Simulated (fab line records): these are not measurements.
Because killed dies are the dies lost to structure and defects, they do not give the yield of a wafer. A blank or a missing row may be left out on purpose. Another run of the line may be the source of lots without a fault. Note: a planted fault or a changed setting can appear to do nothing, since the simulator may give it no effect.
Split-lot experiment :: flow n5_finfet :: 39 wafers read from 7 lots, route of 1938 steps

## THE SPLIT ITSELF
At N5_SD_EPI_N_SD_RECESS_17 (chemistry HBr/Cl2/O2, target depth 41 nm, time 23.7 s, bt time 3 s), the setting time_s was moved away from the recipe's 23.7 s on 15 of the 39 wafers read, by -9.4% to +5.5%. All remaining wafers had this setting at the recipe value.

The split's own step is where the reading is taken.

## THE READING
Si_of_WELL_APT_EPI_41.thk_nm (the simulator's own value, which no gauge read), in nm, at N5_SD_EPI_N_SD_RECESS_17 (chemistry HBr/Cl2/O2, target depth 41 nm, time 23.7 s, bt time 3 s). The file gives no usual value for it. Across the 24 wafers here that went through the recipe, the average is 8.7 nm and the standard deviation 0.86 nm.

wafer: L084.1
tool, chamber at the split: rie_si-03, 0
time_s as run, s: 23.7
against the recipe: recipe
Si_of_WELL_APT_EPI_41.thk_nm, nm: 8.8
against lot-mates on the recipe: -

wafer: L084.2
tool, chamber at the split: rie_si-03, 2
time_s as run, s: 21.67
against the recipe: -8.6%
Si_of_WELL_APT_EPI_41.thk_nm, nm: 12.6
against lot-mates on the recipe: +3.2

wafer: L084.3
tool, chamber at the split: rie_si-03, 1
time_s as run, s: 21.67
against the recipe: -8.6%
Si_of_WELL_APT_EPI_41.thk_nm, nm: 12
against lot-mates on the recipe: +2.6

wafer: L084.4
tool, chamber at the split: rie_si-03, 3
time_s as run, s: 23.7
against the recipe: recipe
Si_of_WELL_APT_EPI_41.thk_nm, nm: 9.6
against lot-mates on the recipe: -

wafer: L084.5
tool, chamber at the split: rie_si-03, 3
time_s as run, s: 21.67
against the recipe: -8.6%
Si_of_WELL_APT_EPI_41.thk_nm, nm: 12.6
against lot-mates on the recipe: +3.2

wafer: L084.6
tool, chamber at the split: rie_si-03, 0
time_s as run, s: 23.7
against the recipe: recipe
Si_of_WELL_APT_EPI_41.thk_nm, nm: 9.8
against lot-mates on the recipe: -

wafer: L085.2
tool, chamber at the split: rie_si-03, 3
time_s as run, s: 23.7
against the recipe: recipe
Si_of_WELL_APT_EPI_41.thk_nm, nm: 9
against lot-mates on the recipe: -

wafer: L085.4
tool, chamber at the split: rie_si-03, 0
time_s as run, s: 23.7
against the recipe: recipe
Si_of_WELL_APT_EPI_41.thk_nm, nm: 7.6
against lot-mates on the recipe: -

wafer: L085.5
tool, chamber at the split: rie_si-03, 1
time_s as run, s: 23.7
against the recipe: recipe
Si_of_WELL_APT_EPI_41.thk_nm, nm: 6.6
against lot-mates on the recipe: -

wafer: L088.1
tool, chamber at the split: rie_si-05, 3
time_s as run, s: 21.48
against the recipe: -9.4%
Si_of_WELL_APT_EPI_41.thk_nm, nm: 12.6
against lot-mates on the recipe: +3.3

wafer: L088.2
tool, chamber at the split: rie_si-05, 1
time_s as run, s: 21.48
against the recipe: -9.4%
Si_of_WELL_APT_EPI_41.thk_nm, nm: 12.2
against lot-mates on the recipe: +2.9

wafer: L088.3
tool, chamber at the split: rie_si-05, 0
time_s as run, s: 23.7
against the recipe: recipe
Si_of_WELL_APT_EPI_41.thk_nm, nm: 9
against lot-mates on the recipe: -

wafer: L088.4
tool, chamber at the split: rie_si-05, 2
time_s as run, s: 21.48
against the recipe: -9.4%
Si_of_WELL_APT_EPI_41.thk_nm, nm: 12.4
against lot-mates on the recipe: +3.1

wafer: L088.5
tool, chamber at the split: rie_si-05, 3
time_s as run, s: 23.7
against the recipe: recipe
Si_of_WELL_APT_EPI_41.thk_nm, nm: 10
against lot-mates on the recipe: -

wafer: L088.6
tool, chamber at the split: rie_si-05, 2
time_s as run, s: 23.7
against the recipe: recipe
Si_of_WELL_APT_EPI_41.thk_nm, nm: 8.8
against lot-mates on the recipe: -

wafer: L089.1
tool, chamber at the split: rie_si-04, 1
time_s as run, s: 22.96
against the recipe: -3.1%
Si_of_WELL_APT_EPI_41.thk_nm, nm: 9
against lot-mates on the recipe: +0.5

wafer: L089.2
tool, chamber at the split: rie_si-04, 0
time_s as run, s: 23.7
against the recipe: recipe
Si_of_WELL_APT_EPI_41.thk_nm, nm: 8.8
against lot-mates on the recipe: -

wafer: L089.3
tool, chamber at the split: rie_si-04, 2
time_s as run, s: 22.96
against the recipe: -3.1%
Si_of_WELL_APT_EPI_41.thk_nm, nm: 11.2
against lot-mates on the recipe: +2.7

wafer: L089.4
tool, chamber at the split: rie_si-04, 3
time_s as run, s: 23.7
against the recipe: recipe
Si_of_WELL_APT_EPI_41.thk_nm, nm: 8.6
against lot-mates on the recipe: -

wafer: L089.5
tool, chamber at the split: rie_si-04, 0
time_s as run, s: 22.96
against the recipe: -3.1%
Si_of_WELL_APT_EPI_41.thk_nm, nm: 9.8
against lot-mates on the recipe: +1.3

wafer: L089.6
tool, chamber at the split: rie_si-04, 3
time_s as run, s: 23.7
against the recipe: recipe
Si_of_WELL_APT_EPI_41.thk_nm, nm: 8
against lot-mates on the recipe: -

wafer: L090.1
tool, chamber at the split: rie_si-03, 2
time_s as run, s: 22.12
against the recipe: -6.7%
Si_of_WELL_APT_EPI_41.thk_nm, nm: 11.2
against lot-mates on the recipe: +3.0

wafer: L090.2
tool, chamber at the split: rie_si-03, 0
time_s as run, s: 23.7
against the recipe: recipe
Si_of_WELL_APT_EPI_41.thk_nm, nm: 8.2
against lot-mates on the recipe: -

wafer: L090.3
tool, chamber at the split: rie_si-03, 3
time_s as run, s: 22.12
against the recipe: -6.7%
Si_of_WELL_APT_EPI_41.thk_nm, nm: 12
against lot-mates on the recipe: +3.8

wafer: L090.4
tool, chamber at the split: rie_si-03, 1
time_s as run, s: 22.12
against the recipe: -6.7%
Si_of_WELL_APT_EPI_41.thk_nm, nm: 10.8
against lot-mates on the recipe: +2.6

wafer: L090.5
tool, chamber at the split: rie_si-03, 0
time_s as run, s: 23.7
against the recipe: recipe
Si_of_WELL_APT_EPI_41.thk_nm, nm: 8.2
against lot-mates on the recipe: -

wafer: L090.6
tool, chamber at the split: rie_si-03, 1
time_s as run, s: 23.7
against the recipe: recipe
Si_of_WELL_APT_EPI_41.thk_nm, nm: 8.2
against lot-mates on the recipe: -

wafer: L092.1
tool, chamber at the split: rie_si-04, 2
time_s as run, s: 23.7
against the recipe: recipe
Si_of_WELL_APT_EPI_41.thk_nm, nm: 10
against lot-mates on the recipe: -

wafer: L092.2
tool, chamber at the split: rie_si-04, 0
time_s as run, s: 23.7
against the recipe: recipe
Si_of_WELL_APT_EPI_41.thk_nm, nm: 8.8
against lot-mates on the recipe: -

wafer: L092.3
tool, chamber at the split: rie_si-04, 1
time_s as run, s: 23.7
against the recipe: recipe
Si_of_WELL_APT_EPI_41.thk_nm, nm: 8.6
against lot-mates on the recipe: -

wafer: L092.4
tool, chamber at the split: rie_si-04, 3
time_s as run, s: 23.7
against the recipe: recipe
Si_of_WELL_APT_EPI_41.thk_nm, nm: 9
against lot-mates on the recipe: -

wafer: L092.5
tool, chamber at the split: rie_si-04, 2
time_s as run, s: 23.7
against the recipe: recipe
Si_of_WELL_APT_EPI_41.thk_nm, nm: 10.4
against lot-mates on the recipe: -

wafer: L092.6
tool, chamber at the split: rie_si-04, 3
time_s as run, s: 23.7
against the recipe: recipe
Si_of_WELL_APT_EPI_41.thk_nm, nm: 8.4
against lot-mates on the recipe: -

wafer: L096.1
tool, chamber at the split: rie_si-03, 1
time_s as run, s: 25.01
against the recipe: +5.5%
Si_of_WELL_APT_EPI_41.thk_nm, nm: 4.2
against lot-mates on the recipe: -3.7

wafer: L096.2
tool, chamber at the split: rie_si-03, 0
time_s as run, s: 23.7
against the recipe: recipe
Si_of_WELL_APT_EPI_41.thk_nm, nm: 8
against lot-mates on the recipe: -

wafer: L096.3
tool, chamber at the split: rie_si-03, 3
time_s as run, s: 25.01
against the recipe: +5.5%
Si_of_WELL_APT_EPI_41.thk_nm, nm: 5.2
against lot-mates on the recipe: -2.7

wafer: L096.4
tool, chamber at the split: rie_si-03, 3
time_s as run, s: 23.7
against the recipe: recipe
Si_of_WELL_APT_EPI_41.thk_nm, nm: 8.4
against lot-mates on the recipe: -

wafer: L096.5
tool, chamber at the split: rie_si-03, 1
time_s as run, s: 25.01
against the recipe: +5.5%
Si_of_WELL_APT_EPI_41.thk_nm, nm: 4.8
against lot-mates on the recipe: -3.1

wafer: L096.6
tool, chamber at the split: rie_si-03, 0
time_s as run, s: 23.7
against the recipe: recipe
Si_of_WELL_APT_EPI_41.thk_nm, nm: 7.4
against lot-mates on the recipe: -

THE FIT
A straight line over all 39 wafers: Si_of_WELL_APT_EPI_41.thk_nm changes by -0.47 nm for each +1% of time_s; r = -0.91; the points scatter about the line by 0.87 nm.
The same after taking each lot's own level away (the mean of its wafers on the recipe; 39 wafers): -0.411 nm for each +1%; r = -0.93; scatter 0.69 nm.
Per that fit: largest time_s move, reading shift of 3.8 nm.
Measured against the standard deviation above, the lots' own levels, which go from 7.73 to 9.40 nm, span 1.9 times it.
So the lot-to-lot level changes the slope: the two fits differ.
Check: for one of the wafers moved furthest among these (-9.4%), held out of the fit, the line's prediction against its lot-mates is +3.79 nm. Against them it came out at +3.33 nm.

## FURTHER SPLITS ON THESE WAFERS
These wafers also went through other splits before the reading. Each is held against what the fit with the lots' levels taken away leaves over:
other split on the same wafers: N5_DUMMY_GATE_ETCH_37 source_w
wafers away from the commonest value: 18
r with Si_of_WELL_APT_EPI_41.thk_nm (lot level and that fit taken away): -0.02

## THE WHOLE CHAIN: every reading that the file lists as answering this split, in the file's order
step: N5_SD_EPI_N_SD_RECESS_17
what it does: chemistry HBr/Cl2/O2, target depth 41 nm, time 23.7 s, bt time 3 s
reading: etch.depth_nm (the simulator's own value, which no gauge read)
change (the file's fit): +0.421 nm for each +1% of the setting
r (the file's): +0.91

step: N5_SD_EPI_N_SD_RECESS_17
what it does: chemistry HBr/Cl2/O2, target depth 41 nm, time 23.7 s, bt time 3 s
reading: SD_EPI_N.feature_depth_nm (the simulator's own value, which no gauge read)
change (the file's fit): +0.421 nm for each +1% of the setting
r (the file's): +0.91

step: N5_SD_EPI_N_SD_RECESS_17
what it does: chemistry HBr/Cl2/O2, target depth 41 nm, time 23.7 s, bt time 3 s
reading: Si_of_WELL_APT_EPI_41.thk_nm (the simulator's own value, which no gauge read)
change (the file's fit): -0.4 nm for each +1% of the setting
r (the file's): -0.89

## FILE'S OWN FIT
Si_of_WELL_APT_EPI_41.thk_nm changes by -0.4 nm for each +1% of time_s, r = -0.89.
